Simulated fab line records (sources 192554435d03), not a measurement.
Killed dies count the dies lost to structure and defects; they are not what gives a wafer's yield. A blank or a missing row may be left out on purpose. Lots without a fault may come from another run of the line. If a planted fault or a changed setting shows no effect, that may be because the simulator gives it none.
Matching of chambers	flow n5Finfet	N5_BEOL_M9_DESCUM_33 on rieDiel-02 has 4 sister chambers
The step chemistry O2, time 7 s. 4 wafers are shown with their chamber, then 7 later ones without.

WAFERS WITH THEIR CHAMBER
wafer	chamber	showerheadPlenumPTorr (Torr)
L076.1	0	2.06
L088.2	2	2.09
L089.1	3	2.07
L089.4	1	2.21

WAFERS WITH NO CHAMBER GIVEN
wafer	showerheadPlenumPTorr (Torr)
L089.6	2.09
L094.1	2.07
L094.5	2.07
L094.6	2.05
L097.2	2.09
L097.4	2.20
L097.6	2.09

CHAMBER TAKEN BY EACH
wafer	from the rows above	in truth
L089.6	2	2
L094.1	can't be placed: 3 or 0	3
L094.5	can't be placed: 3 or 0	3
L094.6	can't be placed: 0 or 3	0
L097.2	2	2
L097.4	1	1
L097.6	2	2
Correctly placed: 4 of 7. Can't be placed from these rows: 3 (the true chamber is among the candidates in 3). Placed wrongly: 0.
How it was worked out, from the rows above alone: a wafer's distance from a chamber is the root of the sum, over the readings, of the square of ((its reading less the chamber's mean) divided by the reading's scatter). The wafer belongs to the nearest chamber; if the next one is less than 2 further off, it can't be placed. A chamber's mean is the mean of its shown wafers. The scatter (one wafer shown for each chamber): square how far every hidden wafer sits from the nearest shown wafer, average those squares and take the square root.
